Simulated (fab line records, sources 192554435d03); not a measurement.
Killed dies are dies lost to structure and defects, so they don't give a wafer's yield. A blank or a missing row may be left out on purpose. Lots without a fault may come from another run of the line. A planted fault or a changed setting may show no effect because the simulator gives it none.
fab line records | flow n5_finfet
record lots=7 wafers=18 last_day=17
route steps=1938 shown SDB@348 BEOL_M4@1111 PASSIVATION@1936
lots that met no fault: from a run of the same line without faults
start_h: hours from the record's first day to the start of the lot's first wafer shown | wait_h: hours since the lot's step before | " the same as in the row above | L1.1+2: a row that stands for several wafers | - no value, or no start given | * or withheld: withheld | < > ~ a bound
route shown NAME@n: a module of which the file shows steps, and the number in the route of the first | usual: mean/standard deviation of fault-free wafers | same: alike in all rows | chamber/n: place in a boat | sites: the reading at each site | _std_site: their standard deviation | _edge_site: outer sites' mean less inner sites' | radius_mm: how far each site lies from the wafer's centre | mask NAME#n: copy n | behind: the tool/chamber that last shaped the wafer | hold: why the lot was held/for how many hours/how that ended | device: the transistor (n, p or np) that didn't switch | end of line: the same wafers' tests at the end of the route | a step without rows: its recipe alone | killed: dies lost to structure and defects at the first sort, not the wafer's yield | map: a wafer's dies, x killed, . not, _ none there
set.NAME: the setting as run; set.NAME@STEP: as run at that earlier step | model.NAME: the simulator's own value behind a step, which no gauge read
lots at some steps of the route; a table a step, a row a wafer
services: from which hour (start_h, from the record's first day; less than 0 if before it) a tool's chamber was out of use, for how many hours, and why
## steps
# step N5_SDB_COAT_03
# recipe resist=SOC temp_c=250 time_s=60 spin_rpm=1500 resist_thk_nm=100
# step N5_SDB_COAT_04
# recipe resist=SiARC temp_c=220 time_s=60 spin_rpm=1500 resist_thk_nm=18
# step N5_SDB_COAT_05
# recipe resist=CAR-ArF spin_rpm=1500 resist_thk_nm=90
# step N5_SDB_EBR_07
# recipe solvent=PGMEA ebr_width_mm=1.5
# step N5_SDB_SOFTBAKE_06
# recipe temp_c=110 time_s=60 resist=CAR-ArF
# step N5_SDB_EXPOSE_08
# recipe mask_id=SDB na=1.35 source_shape=conventional sigma_outer=0.5 polarization=unpolarized dose_mj=49.6
# step N5_SDB_PEB_09
# recipe peb_temp_c=withheld peb_time_s=60 resist=CAR-ArF
# step N5_SDB_DEVELOP_10
# recipe develop_time_s=30 developer=TMAH resist=CAR-ArF rinse_liquid=diw dry=air_spin dev_temp_c=23
# step N5_SDB_CD_MEAS_11
# recipe target_cd_nm=50 landing_energy_ev=500 detector=se_inlens polarity=opening
# usual cd_nm=49.8/0.75
# columns lot.wafer tool chamber start_h wait_h cd_nm
L900.1 cd_sem-03 0 81.98 - 49.2
L900.2 " 0 " " 50.3
L900.3 " 0 " " 49.9
L908.3 cd_sem-01 0 126.77 - 50.2
L908.5 " 0 " " 48.8
L908.6 " 0 " " 49.7
L911.2 cd_sem-02 0 143.73 - 51.4
L911.4 " 0 " " 49.6
L913.2 cd_sem-02 0 159.69 - 49.2
L913.5 " 0 " " 50.0
L914.4 cd_sem-01 0 161.08 - 50.5
L914.6 " 0 " " 51.1
L915.1 cd_sem-03 0 170.69 - 49.1
L915.2 " 0 " " 50.4
L915.5 " 0 " " 51.1
L919.1 cd_sem-03 0 193.74 - 50.9
L919.4 " 0 " " 51.0
L919.5 " 0 " " 50.3
# step N5_SDB_OVL_MEAS_12
# recipe points_per_wafer=44
# usual SDB_OVL=0.2/0.65
# columns lot.wafer tool chamber start_h wait_h SDB_OVL[nm]
L900.1 overlay-02 0 82.01 0.0 -0.8
L900.2 " 0 " " -0.7
L900.3 " 0 " " 0.4
L908.3 overlay-01 0 126.80 0.0 -0.8
L908.5 " 0 " " -0.8
L908.6 " 0 " " 0.2
L911.2 overlay-01 0 143.76 0.0 -0.6
L911.4 " 0 " " -0.6
L913.2 overlay-01 0 159.72 0.0 -0.2
L913.5 " 0 " " 0.2
L914.4 overlay-01 0 161.11 0.0 -0.3
L914.6 " 0 " " 0.2
L915.1 overlay-02 0 170.72 0.0 -0.6
L915.2 " 0 " " 0.4
L915.5 " 0 " " -0.4
L919.1 overlay-02 0 193.77 0.0 -0.2
L919.4 " 0 " " 0.5
L919.5 " 0 " " 1.0
# step N5_SDB_INSPECT_13
# recipe mode=adi inspect_instrument=brightfield
# usual raw_defect_count=71/31
# columns lot.wafer tool chamber start_h wait_h raw_defect_count
L900.1 defect_inspect-02 - 82.04 0.0 59
L900.2 " - " " 59
L900.3 " - " " 54
L908.3 defect_inspect-02 - 126.82 0.0 42
L908.5 " - " " 113
L908.6 " - " " 80
L911.2 defect_inspect-02 - 143.78 0.0 43
L911.4 " - " " 47
L913.2 defect_inspect-01 - 159.74 0.0 37
L913.5 " - " " 39
L914.4 defect_inspect-01 - 161.14 0.0 68
L914.6 " - " " 78
L915.1 defect_inspect-01 - 170.75 0.0 67
L915.2 " - " " 64
L915.5 " - " " 81
L919.1 defect_inspect-02 - 193.80 0.0 70
L919.4 " - " " 56
L919.5 " - " " 40
# step N5_SDB_DESCUM_16
# recipe chemistry=O2 time_s=7.9 source_power_w=50 bias_power_w=20 pressure_mtorr=20 rf_frequency_hz=2.712e+07 temp_c=40 resist=CAR-ArF o2_flow_sccm=225
# usual drypump_motor_current_A=5.5/0.43 oes_product_au=0.80/0.089 rf_vpp_V=243.3/1.2 showerhead_plenum_p_Torr=2.10/0.064 throttle_valve_pct=20.58/0.2
# columns lot.wafer tool chamber start_h wait_h drypump_motor_current_A oes_product_au rf_hours_counter_h rf_vpp_V showerhead_plenum_p_Torr throttle_valve_pct
L900.1 rie_diel-01 3 82.07 0.0 6.2 0.84 59 245.3 2.22 20.82
L900.2 " 2 " " 5.6 0.68 246 240.1 1.98 20.36
L900.3 " 0 " " 5.9 0.68 233 243.3 2.15 20.61
L908.3 rie_diel-02 2 126.86 0.0 5.0 0.73 161 241.7 2.00 20.75
L908.5 " 0 " " 5.6 0.76 - 242.6 2.10 20.77
L908.6 " 3 " " 4.9 0.75 - 243.3 2.10 20.48
L911.2 rie_diel-02 1 143.81 0.0 5.3 0.97 2 243.9 2.05 20.12
L911.4 " 2 " " 5.0 0.73 166 242.7 2.00 20.78
L913.2 rie_diel-02 0 159.84 0.1 5.6 0.76 170 243.2 2.10 20.78
L913.5 " 0 " " 5.6 0.76 - 243.7 2.10 20.78
L914.4 rie_diel-02 0 161.17 0.0 5.6 0.75 171 244.6 2.10 20.78
L914.6 " 0 " " 5.6 0.75 - 242.9 2.10 20.76
L915.1 rie_diel-04 3 170.78 0.0 5.4 0.81 86 242.4 2.13 20.60
L915.2 " 1 " " 4.7 0.69 228 243.5 2.06 20.61
L915.5 " 2 " " 5.6 0.93 - 244.0 2.14 20.67
L919.1 rie_diel-04 2 194.19 0.4 5.6 0.92 24 246.1 2.14 20.70
L919.4 " 3 " " 5.4 0.81 94 244.2 2.12 20.60
L919.5 " 0 " " 5.5 0.89 - 245.9 2.13 20.54
# step N5_SDB_ETCH_17
# recipe chemistry=CF4 target=SiARC target_depth_a=234 mask_material=CAR-ArF time_s=39 ion_energy_ev=80 pressure_mtorr=40 source_w=545 bias_w=36 Ar_flow_sccm=100 cf4_flow_sccm=100 ends=cleared
# usual drypump_motor_current_A=5.5/0.43 etch_rf_on_time_s=38.8/0.62 mfc_ar_sccm=100.0/0.31 oes_product_au=0.68/0.075 rf_vpp_V=184.1/1.1 showerhead_plenum_p_Torr=2.14/0.058 throttle_valve_pct=15.73/0.2
# columns lot.wafer tool chamber start_h wait_h drypump_motor_current_A etch_rf_on_time_s mfc_ar_sccm oes_product_au rf_hours_counter_h rf_vpp_V showerhead_plenum_p_Torr throttle_valve_pct
L900.1 rie_diel-01 3 82.11 0.0 6.2 38.0 100.2 0.74 59 187.1 2.25 15.84
L900.2 " 2 " " 5.6 38.3 100.4 0.57 246 182.6 2.02 15.58
L900.3 " 0 " " 5.9 38.8 100.0 0.60 233 185.0 2.20 15.86
L908.3 rie_diel-02 2 126.89 0.0 5.0 39.5 100.1 0.62 161 182.7 2.05 15.90
L908.5 " 0 " " 5.6 39.3 99.5 0.65 - 183.8 2.14 15.90
L908.6 " 3 " " 4.9 39.1 100.1 0.65 - 183.9 2.15 15.63
L911.2 rie_diel-02 1 143.85 0.0 5.3 38.9 100.1 0.82 2 182.5 2.10 15.32
L911.4 " 2 " " 5.0 25.3 100.2 0.81 166 183.4 2.05 15.92
L913.2 rie_diel-02 0 159.88 0.0 5.6 39.3 100.2 0.65 170 184.8 2.14 15.92
L913.5 " 0 " " 5.6 25.9 100.2 0.83 - 183.8 2.14 15.90
L914.4 rie_diel-02 0 161.20 0.0 5.6 26.2 100.4 0.83 171 184.1 2.14 15.92
L914.6 " 0 " " 5.6 39.9 100.1 0.64 - 185.9 2.14 15.91
L915.1 rie_diel-04 3 170.82 0.0 5.4 38.0 100.3 0.70 86 183.0 2.16 15.67
L915.2 " 1 " " 4.7 39.2 99.6 0.59 228 184.5 2.12 15.92
L915.5 " 2 " " 5.7 38.2 100.6 0.79 - 183.3 2.18 15.71
L919.1 rie_diel-04 2 194.23 0.0 5.6 38.6 99.3 0.77 24 186.1 2.18 15.74
L919.4 " 3 " " 5.4 38.3 99.8 0.70 94 184.1 2.16 15.69
L919.5 " 0 " " 5.5 37.7 100.1 0.77 - 184.6 2.18 15.68
# step N5_SDB_ETCH_18
# recipe chemistry=N2/H2 target=SOC target_depth_a=1000 overetch_a=200 mask_material=SiARC temp_c=40 time_s=150 ion_energy_ev=200 pressure_mtorr=30 source_w=840 bias_w=150 n2_flow_sccm=200 h2_flow_sccm=200
# usual drypump_motor_current_A=5.5/0.43 oes_product_au=0.71/0.074 rf_vpp_V=524.2/2.2 showerhead_plenum_p_Torr=2.54/0.076 throttle_valve_pct=17.92/0.21
# columns lot.wafer tool chamber start_h wait_h drypump_motor_current_A oes_product_au rf_hours_counter_h rf_vpp_V showerhead_plenum_p_Torr throttle_valve_pct
L900.1 rie_diel-01 3 82.14 0.0 6.2 0.77 59 527.3 2.69 18.21
L900.2 " 2 " " 5.6 0.61 246 519.1 2.39 17.67
L900.3 " 0 " " 5.9 0.63 233 524.8 2.61 17.97
L908.3 rie_diel-02 2 126.93 0.0 5.0 0.65 161 518.8 2.43 18.12
L908.5 " 0 " " 5.6 0.69 - 523.7 2.53 17.96
L908.6 " 3 " " 4.9 0.68 - 525.4 2.55 17.88
L911.2 rie_diel-02 1 143.88 0.0 5.4 0.86 2 523.7 2.49 17.42
L911.4 " 2 " " 5.0 0.65 166 520.9 2.43 18.13
L913.2 rie_diel-02 0 159.91 0.0 5.6 0.68 170 524.7 2.52 17.97
L913.5 " 0 " " 5.6 0.68 - 524.4 2.52 17.98
L914.4 rie_diel-02 0 161.24 0.0 5.6 0.68 171 524.4 2.52 17.98
L914.6 " 0 " " 5.6 0.67 - 524.0 2.52 17.98
L915.1 rie_diel-04 3 170.85 0.0 5.4 0.73 86 524.3 2.57 17.93
L915.2 " 1 " " 4.7 0.62 228 522.0 2.50 17.93
L915.5 " 2 " " 5.7 0.82 - 525.6 2.61 18.17
L919.1 rie_diel-04 2 194.26 0.0 5.7 0.80 24 525.0 2.61 18.17
L919.4 " 3 " " 5.4 0.72 94 524.6 2.57 17.94
L919.5 " 0 " " 5.5 0.80 - 525.6 2.59 17.92
# step N5_BEOL_M4_RC_MEAS_101
# usual DIBL_N=36.4/1.5 DIBL_P=36.4/1.6 IOFF_N=0.164/0.025 IOFF_P=0.214/0.028 ION_N=675/9.9 ION_P=463/6.5 SS_N=71.5/0.5 SS_P=73.3/0.56 VT_N=249.2/2.7 VT_P=-250.1/2.8
# columns lot.wafer tool chamber start_h wait_h DIBL_N[mV/V] DIBL_P[mV/V] IOFF_N[nA/um] IOFF_P[nA/um] ION_N[uA/um] ION_P[uA/um] SS_N[mV/dec] SS_P[mV/dec] VT_N[mV] VT_P[mV]
L900.1 prober-02 0 179.97 0.0 35.0 35.7 0.154 0.199 675 463 71.0 73.1 251.4 -251.7
L900.2 " 0 " " 35.9 37.1 0.160 0.214 688 469 72.0 73.8 248.7 -252.6
L900.3 " 0 " " 37.1 38.7 0.195 0.251 693 474 72.9 73.8 248.7 -251.0
L908.3 prober-01 0 219.35 0.3 35.4 34.2 0.152 0.212 679 465 70.9 71.7 248.8 -251.6
L908.5 " 0 " " 36.4 35.0 0.157 0.233 678 466 70.7 72.6 248.4 -246.0
L908.6 " 0 " " 37.0 35.8 0.178 0.234 669 460 71.8 73.2 246.1 -248.0
L911.2 prober-01 0 244.41 0.3 34.5 37.4 0.146 0.209 678 469 71.4 73.6 251.8 -251.0
L911.4 " 0 " " 32.8 34.1 0.117 0.167 658 452 71.4 72.6 252.9 -254.3
L913.2 prober-02 0 265.09 0.2 36.7 35.9 0.172 0.212 678 460 71.6 73.2 250.0 -252.2
L913.5 " 0 " " 35.6 34.0 0.141 0.182 669 457 71.2 72.2 252.1 -252.6
L914.4 prober-02 0 270.26 0.9 36.8 36.7 0.181 0.211 686 466 70.4 73.2 247.8 -249.4
L914.6 " 0 " " 35.2 35.4 0.157 0.195 676 469 70.7 72.9 247.9 -250.3
L915.1 prober-01 0 272.10 0.0 37.8 38.1 0.212 0.231 678 459 72.9 74.0 246.6 -248.4
L915.2 " 0 " " 36.8 37.4 0.203 0.221 691 466 71.4 73.9 245.9 -249.4
L915.5 " 0 " " 37.0 37.6 0.202 0.234 701 473 71.6 73.8 242.3 -246.5
L919.1 prober-02 0 291.48 0.0 35.6 35.2 0.155 0.181 667 458 72.2 73.3 249.0 -252.2
L919.4 " 0 " " 35.3 35.7 0.161 0.185 686 469 71.6 72.5 249.0 -252.1
L919.5 " 0 " " 33.9 32.8 0.131 0.148 667 453 71.3 72.8 250.3 -256.1
# step N5_PASSIVATION_PROBE_49
# usual defect_limited_yield=91.1/1.4 killed_at_M0_to_M3=35/8.7 killed_at_M4_up=14/5.3 killed_at_contacts=12/6.2 killed_at_front_end=41/12 killed_at_other=3.4/2.6 killed_dies=105/16 killed_open=67/13 killed_short=36/7.3 sort_bin_5_function=5.2/0.96 sort_bin_6_memory=3.3/0.6 sort_n_pass=1075/16 sort_yield_pct=91.1/1.4
# same gross_dies=1180 killed_at_back_side=0 sort_bin_4_leakage[%]=0 sort_bin_8_speed[%]=0
# columns lot.wafer tool chamber start_h wait_h defect_limited_yield[%] killed_at_M0_to_M3 killed_at_M4_up killed_at_contacts killed_at_front_end killed_at_other killed_dies killed_open killed_short sort_bin_5_function[%] sort_bin_6_memory[%] sort_n_pass sort_yield_pct[%]
L900.1 prober-01 - 283.93 0.0 91.9 44 17 2 32 1 96 64 30 5.0 3.0 1084 91.9
L900.2 prober-01 - 283.98 0.1 92.5 41 14 4 24 5 88 56 31 4.4 2.5 1092 92.5
L900.3 prober-01 - 284.03 0.1 91.4 39 20 1 38 4 102 66 35 4.9 3.2 1078 91.4
L908.3 prober-02 - 321.52 0.1 92.1 18 18 14 43 0 93 63 29 5.1 2.5 1087 92.1
L908.5 prober-02 - 321.62 0.2 91.4 24 11 16 50 0 101 74 25 5.4 3.1 1079 91.4
L908.6 prober-02 - 321.67 0.3 90.1 41 19 21 32 4 117 86 29 5.3 4.2 1063 90.1
L911.4 prober-02 - 345.45 0.2 92.1 40 27 2 16 8 93 56 36 4.5 2.9 1087 92.1
L914.4 prober-02 - 365.06 0.2 89.1 31 12 23 55 8 129 89 40 6.5 4.2 1051 89.1
L914.6 prober-02 - 365.16 0.3 91.5 39 8 26 24 3 100 72 26 5.1 2.9 1080 91.5
L913.2 prober-02 - 368.35 0.1 90.9 33 19 17 32 6 107 78 29 4.8 4.1 1073 90.9
L913.5 prober-02 - 368.50 0.2 92.5 20 12 10 42 4 88 60 28 5.1 2.4 1092 92.5
L915.1 prober-01 - 372.24 0.0 93.0 19 29 10 25 0 83 50 31 3.8 3.1 1097 93.0
L915.2 prober-01 - 372.29 0.1 92.8 29 14 12 30 0 85 60 24 4.4 2.7 1095 92.8
L915.5 prober-01 - 372.44 0.2 94.2 30 13 5 16 5 69 39 29 3.1 2.3 1111 94.2
# killed by level:class
L900.1 BEOL_M0_SAQP:geometric_particle:short=15 BEOL_M0_SAQP:geometric_particle:open=14 BEOL_M5:geometric_particle:open=6 STI_FIN_REVEAL:geometric_particle:open=6 FIN_SAQP:geometric_particle:open=5 DUMMY_GATE:geometric_particle:open=5 BEOL_M2:geometric_particle:open=4 BEOL_M3:geometric_particle:open=4
L900.2 BEOL_M0_SAQP:geometric_particle:open=14 BEOL_M0_SAQP:geometric_particle:short=14 STI_FIN_REVEAL:geometric_particle:open=5 BEOL_M5:geometric_particle:open=5 DUMMY_GATE:geometric_particle:open=4 BEOL_M1:geometric_particle:open=4 FIN_SAQP:geometric_particle:open=3 STI_FIN_REVEAL:geometric_particle:short=3
L900.3 STI_FIN_REVEAL:geometric_particle:open=11 BEOL_M0_SAQP:geometric_particle:open=8 BEOL_M1:geometric_particle:open=7 GATE_CUT:geometric_particle:short=6 BEOL_M3:geometric_particle:short=6 BEOL_M4:geometric_particle:open=6 FIN_SAQP:geometric_particle:open=5 FIN_SAQP:geometric_particle:short=5
L908.3 FIN_SAQP:geometric_particle:short=10 MOL_CONTACT_COAG:geometric_particle:open=10 BEOL_M5:geometric_particle:open=10 STI_FIN_REVEAL:geometric_particle:open=9 FIN_SAQP:geometric_particle:open=7 BEOL_M0_SAQP:geometric_particle:open=6 GATE_CUT:geometric_particle:open=4 MOL_CONTACT_COAG:geometric_particle:short=4
L908.5 STI_FIN_REVEAL:geometric_particle:open=23 MOL_CONTACT_COAG:geometric_particle:open=13 BEOL_M1:geometric_particle:open=9 BEOL_M0_SAQP:geometric_particle:open=7 FIN_SAQP:geometric_particle:short=6 BEOL_M4:geometric_particle:open=5 STI_FIN_REVEAL:geometric_particle:short=4 BEOL_M3:geometric_particle:open=4
L908.6 MOL_CONTACT_COAG:geometric_particle:open=21 STI_FIN_REVEAL:geometric_particle:open=11 BEOL_M1:geometric_particle:open=10 BEOL_M0_SAQP:geometric_particle:open=10 BEOL_M0_SAQP:geometric_particle:short=8 BEOL_M3:geometric_particle:open=7 FIN_SAQP:geometric_particle:short=5 BEOL_M5:geometric_particle:open=5
L911.4 BEOL_M0_SAQP:geometric_particle:open=10 BEOL_M0_SAQP:geometric_particle:short=9 BEOL_M4:geometric_particle:open=9 BEOL_M1:geometric_particle:open=6 BEOL_M1:geometric_particle:short=6 BEOL_M2:geometric_particle:open=5 BEOL_M7:geometric_particle:open=5 FIN_SAQP:geometric_particle:short=4
L914.4 FIN_SAQP:geometric_particle:open=28 MOL_CONTACT_COAG:geometric_particle:open=20 FIN_SAQP:geometric_particle:short=15 BEOL_M2:geometric_particle:open=12 BEOL_M2:geometric_particle:short=6 BEOL_M4:geometric_particle:open=6 PASS1_CAP:geometric_particle:short=4 STI_FIN_REVEAL:geometric_particle:open=3
L914.6 MOL_CONTACT_COAG:geometric_particle:open=21 FIN_SAQP:geometric_particle:open=9 BEOL_M1:geometric_particle:open=8 FIN_SAQP:geometric_particle:short=7 BEOL_M3:geometric_particle:open=7 BEOL_M0_SAQP:geometric_particle:short=6 BEOL_M2:geometric_particle:open=6 MOL_CONTACT_COAG:geometric_particle:short=5
L913.2 MOL_CONTACT_COAG:geometric_particle:open=15 BEOL_M3:geometric_particle:open=9 FIN_SAQP:geometric_particle:open=7 BEOL_M0:geometric_particle:open=7 DUMMY_GATE:geometric_particle:open=6 BEOL_M4:geometric_particle:open=6 STI_FIN_REVEAL:geometric_particle:open=5 BEOL_M0_SAQP:geometric_particle:short=4
L913.5 FIN_SAQP:geometric_particle:open=15 FIN_SAQP:geometric_particle:short=7 MOL_CONTACT_COAG:geometric_particle:open=7 BEOL_M3:geometric_particle:open=6 STARTING-WAFER:geometric_particle:open=6 STI_FIN_REVEAL:geometric_particle:open=5 BEOL_M1:geometric_particle:short=5 BEOL_M4:geometric_particle:open=4
L915.1 BEOL_M4:geometric_particle:open=14 MOL_CONTACT_COAG:geometric_particle:open=9 FIN_SAQP:geometric_particle:short=7 GATE_CUT:geometric_particle:short=5 BEOL_M2:geometric_particle:open=5 STI_FIN_REVEAL:geometric_particle:open=4 BEOL_M6:geometric_particle:open=4 BEOL_M0_SAQP:geometric_particle:short=4
L915.2 MOL_CONTACT_COAG:geometric_particle:open=10 GATE_CUT:geometric_particle:short=8 BEOL_M0_SAQP:geometric_particle:open=8 GATE_CUT:geometric_particle:open=7 BEOL_M4:geometric_particle:open=5 STI_FIN_REVEAL:geometric_particle:open=4 BEOL_M0_SAQP:geometric_particle:short=4 BEOL_M1:geometric_particle:open=4
L915.5 BEOL_M0_SAQP:geometric_particle:open=8 BEOL_M0_SAQP:geometric_particle:short=6 BEOL_M2:geometric_particle:open=5 FIN_SAQP:geometric_particle:short=4 BEOL_M4:geometric_particle:open=4 BEOL_M5:geometric_particle:open=4 MIM_TOP:geometric_particle:short=4 MOL_CONTACT_COAG:geometric_particle:open=3
## services
# columns tool chamber start_h hours kind
rie_diel-02 1 60.43 7.0 repair
rie_diel-01 1 63.32 3.7 repair
rie_diel-04 0 66.23 - clean
rie_diel-04 0 66.23 - consumable_replace:esc
rie_diel-04 0 66.23 - consumable_replace:focus_ring
rie_diel-04 0 66.23 21.5 scheduled_down
rie_diel-04 0 66.23 21.5 vent_cycle
rie_diel-01 2 95.82 - clean
rie_diel-01 2 95.82 - consumable_replace:focus_ring
rie_diel-01 2 95.82 - consumable_replace:showerhead
rie_diel-01 2 95.82 15.9 scheduled_down
rie_diel-01 2 95.82 15.9 vent_cycle
rie_diel-01 1 105.60 1.4 repair
rie_diel-04 2 110.93 - clean
rie_diel-04 2 110.93 - consumable_replace:focus_ring
rie_diel-04 2 110.93 15.2 scheduled_down
rie_diel-04 2 110.93 15.2 vent_cycle
rie_diel-02 1 119.95 - clean
rie_diel-02 1 119.95 - consumable_replace:focus_ring
rie_diel-02 1 119.95 15.3 scheduled_down
rie_diel-02 1 119.95 15.3 vent_cycle
rie_diel-04 1 120.61 9.8 repair
rie_diel-01 0 125.47 - clean
rie_diel-02 0 180.49 4.4 repair
## key
first_sign step=N5_SDB_ETCH_17 reading=etch_rf_on_time_s direction=down sigmas=21 usual=* struck=*
effect none on later readings
met_at N5_SDB_ETCH_17
struck_wafers L911.4,L913.5,L914.4
onset_between 126.89 143.85
fault kind=process_parameter_drift tool=rie_diel-02 chamber=- onset_h=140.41 steps=N5_SDB_ETCH_17 channel=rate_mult offset=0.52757 shape=step end_h=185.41 scope=struck_wafers_only
